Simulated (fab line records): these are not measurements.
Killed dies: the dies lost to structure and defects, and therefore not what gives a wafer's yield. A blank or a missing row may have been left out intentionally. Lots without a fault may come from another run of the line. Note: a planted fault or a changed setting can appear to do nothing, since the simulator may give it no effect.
Which tool was responsible? / flow n5-finfet / 8 lots, 24 wafers sampled, at 7 steps of a route of 1938

== WHAT THE GAUGES SHOWED, per wafer ==
N5_DUMMY_GATE_CD_MEAS_15 targets a cd of 25.8 nm.
lot=L829; measured=day 3 03:29; on=cd-sem-02; cd-nm (nm)=25.10 25.10 24.52
lot=L831; measured=day 3 11:31; on=cd-sem-03; cd-nm (nm)=25.18 25.20 25.33
lot=L834; measured=day 4 04:57; on=cd-sem-02; cd-nm (nm)=25.06 24.71 25.05
lot=L846; measured=day 7 04:36; on=cd-sem-03; cd-nm (nm)=25.35 25.28 25.29
lot=L847; measured=day 7 15:25; on=cd-sem-02; cd-nm (nm)=25.16 24.99 25.34
lot=L850; measured=day 8 03:58; on=cd-sem-02; cd-nm (nm)=25.24 25.72 25.09
lot=L851; measured=day 8 13:08; on=cd-sem-03; cd-nm (nm)=25.13 25.13 24.58
lot=L852; measured=day 8 15:04; on=cd-sem-02; cd-nm (nm)=25.31 24.88 25.16

N5_DUMMY_GATE_CD_MEAS_50 targets a cd of 14 nm.
lot=L829; measured=day 3 04:05; on=cd-sem-02; cd-nm (nm)=14.3 13.8 13.4
lot=L831; measured=day 3 12:08; on=cd-sem-02; cd-nm (nm)=14.1 14.3 14.0
lot=L834; measured=day 4 05:50; on=cd-sem-02; cd-nm (nm)=14.1 14.2 13.5
lot=L846; measured=day 7 05:06; on=cd-sem-02; cd-nm (nm)=14.4 14.2 9.9
lot=L847; measured=day 7 15:56; on=cd-sem-03; cd-nm (nm)=14.5 9.5 14.0
lot=L850; measured=day 8 04:28; on=cd-sem-01; cd-nm (nm)=14.1 14.3 14.5
lot=L851; measured=day 8 13:38; on=cd-sem-02; cd-nm (nm)=13.9 14.2 13.9
lot=L852; measured=day 8 15:34; on=cd-sem-03; cd-nm (nm)=13.7 14.3 14.2

N5_DUMMY_GATE_CD_MEAS_24 targets a cd of 15 nm.
lot=L829; measured=day 3 04:38; on=cd-sem-01; cd-nm (nm)=15.6 15.1 14.6
lot=L831; measured=day 3 12:37; on=cd-sem-03; cd-nm (nm)=14.8 15.1 15.0
lot=L834; measured=day 4 06:19; on=cd-sem-02; cd-nm (nm)=15.3 15.2 15.4
lot=L846; measured=day 7 05:36; on=cd-sem-03; cd-nm (nm)=15.3 15.5 10.4
lot=L847; measured=day 7 16:26; on=cd-sem-03; cd-nm (nm)=15.7 10.4 15.0
lot=L850; measured=day 8 04:58; on=cd-sem-01; cd-nm (nm)=14.9 15.7 15.7
lot=L851; measured=day 8 14:08; on=cd-sem-02; cd-nm (nm)=14.9 14.9 14.7
lot=L852; measured=day 8 16:04; on=cd-sem-03; cd-nm (nm)=14.9 14.9 15.1

N5_BEOL_M4_RC_MEAS_101.
lot=L829; measured=day 7 19:00; on=prober-01; DIBL_N (mV/V)=34.3 35.3 36.3; DIBL_P (mV/V)=34.3 34.4 35.6; IOFF_N (nA/um)=0.147 0.144 0.168; IOFF_P (nA/um)=0.183 0.182 0.192; ION_N (uA/um)=673 667 679; ION_P (uA/um)=460 455 460; SS_N (mV/dec)=71.0 71.3 72.2; SS_P (mV/dec)=73.4 73.5 73.1; VT_N (mV)=249.2 251.0 247.8; VT_P (mV)=-253.5 -253.1 -251.2
lot=L831; measured=day 8 18:29; on=prober-01; DIBL_N (mV/V)=34.7 35.4 35.9; DIBL_P (mV/V)=35.4 35.5 36.0; IOFF_N (nA/um)=0.147 0.154 0.162; IOFF_P (nA/um)=0.193 0.193 0.212; ION_N (uA/um)=674 673 676; ION_P (uA/um)=461 457 463; SS_N (mV/dec)=70.8 71.6 71.6; SS_P (mV/dec)=72.1 73.2 72.9; VT_N (mV)=249.7 250.8 249.0; VT_P (mV)=-250.8 -250.3 -249.7
lot=L834; measured=day 9 00:44; on=prober-02; DIBL_N (mV/V)=34.6 36.3 37.5; DIBL_P (mV/V)=34.4 36.7 37.7; IOFF_N (nA/um)=0.129 0.158 0.168; IOFF_P (nA/um)=0.152 0.173 0.185; ION_N (uA/um)=674 669 671; ION_P (uA/um)=452 454 449; SS_N (mV/dec)=71.2 71.3 72.1; SS_P (mV/dec)=73.3 74.3 74.0; VT_N (mV)=254.6 249.1 251.6; VT_P (mV)=-257.9 -257.4 -253.5
lot=L846; measured=day 12 01:40; on=prober-02; DIBL_N (mV/V)=36.1 36.1; DIBL_P (mV/V)=35.1 34.6; IOFF_N (nA/um)=0.162 0.162; IOFF_P (nA/um)=0.204 0.194; ION_N (uA/um)=672 681; ION_P (uA/um)=465 463; SS_N (mV/dec)=71.2 71.5; SS_P (mV/dec)=72.9 73.4; VT_N (mV)=248.7 248.9; VT_P (mV)=-249.9 -252.3
lot=L847; measured=day 12 19:37; on=prober-02; DIBL_N (mV/V)=35.0 38.0; DIBL_P (mV/V)=34.3 37.7; IOFF_N (nA/um)=0.146 0.191; IOFF_P (nA/um)=0.194 0.251; ION_N (uA/um)=679 679; ION_P (uA/um)=467 467; SS_N (mV/dec)=70.6 70.8; SS_P (mV/dec)=72.6 73.4; VT_N (mV)=249.2 243.9; VT_P (mV)=-249.9 -248.9
lot=L850; measured=day 13 12:47; on=prober-01; DIBL_N (mV/V)=36.7 34.1 34.5; DIBL_P (mV/V)=38.9 35.2 36.2; IOFF_N (nA/um)=0.172 0.128 0.141; IOFF_P (nA/um)=0.245 0.191 0.199; ION_N (uA/um)=678 662 671; ION_P (uA/um)=468 462 461; SS_N (mV/dec)=71.2 70.9 70.6; SS_P (mV/dec)=73.8 72.5 73.5; VT_N (mV)=248.6 250.9 251.8; VT_P (mV)=-249.6 -248.4 -251.2
lot=L851; measured=day 13 20:19; on=prober-01; DIBL_N (mV/V)=36.9 36.1 37.2; DIBL_P (mV/V)=37.2 36.4 37.9; IOFF_N (nA/um)=0.179 0.162 0.189; IOFF_P (nA/um)=0.233 0.231 0.242; ION_N (uA/um)=680 683 687; ION_P (uA/um)=468 469 471; SS_N (mV/dec)=71.7 71.4 72.7; SS_P (mV/dec)=73.4 74.0 74.3; VT_N (mV)=249.0 249.9 247.6; VT_P (mV)=-246.6 -250.1 -248.8
lot=L852; measured=day 14 01:29; on=prober-01; DIBL_N (mV/V)=36.2 35.2 37.5; DIBL_P (mV/V)=36.6 34.4 37.0; IOFF_N (nA/um)=0.155 0.125 0.157; IOFF_P (nA/um)=0.221 0.181 0.228; ION_N (uA/um)=673 660 673; ION_P (uA/um)=465 451 460; SS_N (mV/dec)=71.6 70.8 71.8; SS_P (mV/dec)=74.1 73.0 74.3; VT_N (mV)=250.7 253.3 250.6; VT_P (mV)=-249.9 -250.6 -249.8

== WHICH TOOL RAN EACH LOT (tool, then ch and the chambers of the sampled wafers, then the start) ==
lot=L829; N5_DUMMY_GATE_TRIM_49=rie-si-02 ch 0,1,3, day 3 03:50; N5_DUMMY_GATE_STRIP_41=rie-diel-03 ch 0,3, day 3 04:14; N5_DUMMY_GATE_ETCH_42=rie-diel-01 ch 0,2,3, day 3 04:41
lot=L831; N5_DUMMY_GATE_TRIM_49=rie-si-04 ch 0,1, day 3 11:52; N5_DUMMY_GATE_STRIP_41=rie-diel-01 ch 0,1,2, day 3 12:13; N5_DUMMY_GATE_ETCH_42=rie-diel-01 ch 0,3, day 3 12:40
lot=L834; N5_DUMMY_GATE_TRIM_49=rie-si-02 ch 0,1,3, day 4 05:41; N5_DUMMY_GATE_STRIP_41=rie-diel-01 ch 0,3, day 4 05:55; N5_DUMMY_GATE_ETCH_42=rie-diel-01 ch 0,1,3, day 4 06:22
lot=L846; N5_DUMMY_GATE_TRIM_49=rie-si-02 ch 0,1,3, day 7 04:58; N5_DUMMY_GATE_STRIP_41=rie-diel-02 ch 0,1,2, day 7 05:12; N5_DUMMY_GATE_ETCH_42=rie-diel-02 ch 0,2,3, day 7 05:39
lot=L847; N5_DUMMY_GATE_TRIM_49=rie-si-02 ch 1,2,3, day 7 15:47; N5_DUMMY_GATE_STRIP_41=rie-diel-01 ch 0,2,3, day 7 16:02; N5_DUMMY_GATE_ETCH_42=rie-diel-02 ch 1,2,3, day 7 16:29
lot=L850; N5_DUMMY_GATE_TRIM_49=rie-si-01 ch 2,3, day 8 04:19; N5_DUMMY_GATE_STRIP_41=rie-diel-02 ch 0,2, day 8 04:34; N5_DUMMY_GATE_ETCH_42=rie-diel-02 ch 0,3, day 8 05:01
lot=L851; N5_DUMMY_GATE_TRIM_49=rie-si-01 ch 1,2, day 8 13:29; N5_DUMMY_GATE_STRIP_41=rie-diel-01 ch 0,1, day 8 13:44; N5_DUMMY_GATE_ETCH_42=rie-diel-03 ch 0,1,3, day 8 14:11
lot=L852; N5_DUMMY_GATE_TRIM_49=rie-si-01 ch 0,2,3, day 8 15:25; N5_DUMMY_GATE_STRIP_41=rie-diel-03 ch 1,2,3, day 8 15:40; N5_DUMMY_GATE_ETCH_42=rie-diel-03 ch 0,2, day 8 16:07
- N5_DUMMY_GATE_TRIM_49: chemistry O2, time 29 s, target cd 14 nm.
- N5_DUMMY_GATE_STRIP_41: strips in O2.
- N5_DUMMY_GATE_ETCH_42: etches SiO2 in CHF3/O2, target depth 3.5 nm, time 31 s.

== AS READ BY THE TOOLS THEMSELVES (means over the sampled wafers that have a number; for cases with no such wafer, the mark the record gives instead) ==
N5_DUMMY_GATE_TRIM_49.
lot=L829; tool=rie-si-02; drypump-motor-current-A (A)=5.3; oes-product-au (a.u.)=0.997; temp-c (C)=19.95; throttle-valve-pct (%)=8.16
lot=L831; tool=rie-si-04; drypump-motor-current-A (A)=5.7; oes-product-au (a.u.)=1.018; temp-c (C)=19.94; throttle-valve-pct (%)=8.06
lot=L834; tool=rie-si-02; drypump-motor-current-A (A)=5.3; oes-product-au (a.u.)=0.982; temp-c (C)=20.01; throttle-valve-pct (%)=8.17
lot=L846; tool=rie-si-02; drypump-motor-current-A (A)=5.3; oes-product-au (a.u.)=1.111; temp-c (C)=19.99; throttle-valve-pct (%)=8.16
lot=L847; tool=rie-si-02; drypump-motor-current-A (A)=5.5; oes-product-au (a.u.)=1.114; temp-c (C)=20.07; throttle-valve-pct (%)=8.20
lot=L850; tool=rie-si-01; drypump-motor-current-A (A)=5.5; oes-product-au (a.u.)=1.025; temp-c (C)=19.97; throttle-valve-pct (%)=8.08
lot=L851; tool=rie-si-01; drypump-motor-current-A (A)=5.6; oes-product-au (a.u.)=1.004; temp-c (C)=20.00; throttle-valve-pct (%)=8.13
lot=L852; tool=rie-si-01; drypump-motor-current-A (A)=5.7; oes-product-au (a.u.)=1.003; temp-c (C)=19.99; throttle-valve-pct (%)=8.04

N5_DUMMY_GATE_STRIP_41.
lot=L829; tool=rie-diel-03; drypump-motor-current-A (A)=5.7; oes-product-au (a.u.)=0.70; rf-vpp-V (V)=3.6; showerhead-plenum-p-Torr (Torr)=2.13; temp-c (C)=40.02; throttle-valve-pct (%)=16.83
lot=L831; tool=rie-diel-01; drypump-motor-current-A (A)=5.5; oes-product-au (a.u.)=0.87; rf-vpp-V (V)=3.0; showerhead-plenum-p-Torr (Torr)=2.14; temp-c (C)=40.03; throttle-valve-pct (%)=16.52
lot=L834; tool=rie-diel-01; drypump-motor-current-A (A)=5.7; oes-product-au (a.u.)=0.92; rf-vpp-V (V)=3.3; showerhead-plenum-p-Torr (Torr)=2.21; temp-c (C)=40.03; throttle-valve-pct (%)=16.62
lot=L846; tool=rie-diel-02; drypump-motor-current-A (A)=5.6; oes-product-au (a.u.)=0.76; rf-vpp-V (V)=3.3; showerhead-plenum-p-Torr (Torr)=2.09; temp-c (C)=39.97; throttle-valve-pct (%)=16.68
lot=L847; tool=rie-diel-01; drypump-motor-current-A (A)=5.4; oes-product-au (a.u.)=0.86; rf-vpp-V (V)=3.4; showerhead-plenum-p-Torr (Torr)=2.14; temp-c (C)=40.08; throttle-valve-pct (%)=16.56
lot=L850; tool=rie-diel-02; drypump-motor-current-A (A)=5.4; oes-product-au (a.u.)=0.80; rf-vpp-V (V)=3.6; showerhead-plenum-p-Torr (Torr)=2.08; temp-c (C)=39.98; throttle-valve-pct (%)=16.55
lot=L851; tool=rie-diel-01; drypump-motor-current-A (A)=5.7; oes-product-au (a.u.)=0.80; rf-vpp-V (V)=3.7; showerhead-plenum-p-Torr (Torr)=2.15; temp-c (C)=39.98; throttle-valve-pct (%)=16.65
lot=L852; tool=rie-diel-03; drypump-motor-current-A (A)=6.2; oes-product-au (a.u.)=0.84; rf-vpp-V (V)=3.7; showerhead-plenum-p-Torr (Torr)=2.17; temp-c (C)=39.92; throttle-valve-pct (%)=16.57

N5_DUMMY_GATE_ETCH_42.
lot=L829; tool=rie-diel-01; drypump-motor-current-A (A)=5.4; oes-product-au (a.u.)=0.92; rf-vpp-V (V)=43.2; showerhead-plenum-p-Torr (Torr)=2.46; throttle-valve-pct (%)=18.61
lot=L831; tool=rie-diel-01; drypump-motor-current-A (A)=5.6; oes-product-au (a.u.)=0.95; rf-vpp-V (V)=43.7; showerhead-plenum-p-Torr (Torr)=2.50; throttle-valve-pct (%)=18.69
lot=L834; tool=rie-diel-01; drypump-motor-current-A (A)=5.7; oes-product-au (a.u.)=0.88; rf-vpp-V (V)=42.3; showerhead-plenum-p-Torr (Torr)=2.49; throttle-valve-pct (%)=18.71
lot=L846; tool=rie-diel-02; drypump-motor-current-A (A)=5.4; oes-product-au (a.u.)=0.77; rf-vpp-V (V)=43.6; showerhead-plenum-p-Torr (Torr)=2.44; throttle-valve-pct (%)=18.73
lot=L847; tool=rie-diel-02; drypump-motor-current-A (A)=5.2; oes-product-au (a.u.)=0.73; rf-vpp-V (V)=42.0; showerhead-plenum-p-Torr (Torr)=2.40; throttle-valve-pct (%)=19.02
lot=L850; tool=rie-diel-02; drypump-motor-current-A (A)=5.3; oes-product-au (a.u.)=0.71; rf-vpp-V (V)=42.7; showerhead-plenum-p-Torr (Torr)=2.48; throttle-valve-pct (%)=18.77
lot=L851; tool=rie-diel-03; drypump-motor-current-A (A)=6.0; oes-product-au (a.u.)=0.86; rf-vpp-V (V)=42.5; showerhead-plenum-p-Torr (Torr)=2.43; throttle-valve-pct (%)=18.57
lot=L852; tool=rie-diel-03; drypump-motor-current-A (A)=6.2; oes-product-au (a.u.)=0.90; rf-vpp-V (V)=41.9; showerhead-plenum-p-Torr (Torr)=2.49; throttle-valve-pct (%)=18.48

== THE ANSWER, worked out from the rows above alone ==
Rule: the usual values come from the lots themselves. The widest of any qualifying gaps counts: lots, ordered by their means at a reading, are off when they make up no more than a third of the lots, leave a main group of 4 or more, and stand apart from it by 3 or more times the standard deviation of that group's means. The tables above print the reading to a certain number of digits; a main group whose means all agree to those digits is not used. A lot without any number at a reading at which 4 lots or more have one is off too. Where the step has rows for the other lots, those lots are counted as sound. First the gauges in route order, then the tools' own readings, where a lot's mean is used as printed above. At the first step where some lot is off, the reading lying furthest off is the one used; lots without a number count as furthest.
Off: L846, L847, at N5_DUMMY_GATE_CD_MEAS_50 (cd-nm). The main group has a mean of 14.0 nm with a standard deviation of 0.15.
If a tool, at a process step before that reading, ran all the lots that are off and no sound lot after the first of them, it fits. The gauges at N5_DUMMY_GATE_CD_MEAS_50 aren't tried: what is off there is off at N5_DUMMY_GATE_TRIM_49 too, on other tools, and a gauge's error can't cause that. One candidate fits, namely rie-si-02 at N5_DUMMY_GATE_TRIM_49. A fault onset in the window from L834 (day 4 05:41, its last sound lot) to L846 (day 7 04:58, its first lot off) fits.
On the lots that are off, the tool's own readings at N5_DUMMY_GATE_TRIM_49 differ by more than 5 times the standard deviation of the sound lots' means, which bears it out; oes-product-au reads 1.113 a.u. there versus 1.005 a.u. on the sound lots.

== WHAT THE SIMULATOR HAD PUT IN ==
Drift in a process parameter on rie-si-02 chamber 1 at N5_DUMMY_GATE_TRIM_49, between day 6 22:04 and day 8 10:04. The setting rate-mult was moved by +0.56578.
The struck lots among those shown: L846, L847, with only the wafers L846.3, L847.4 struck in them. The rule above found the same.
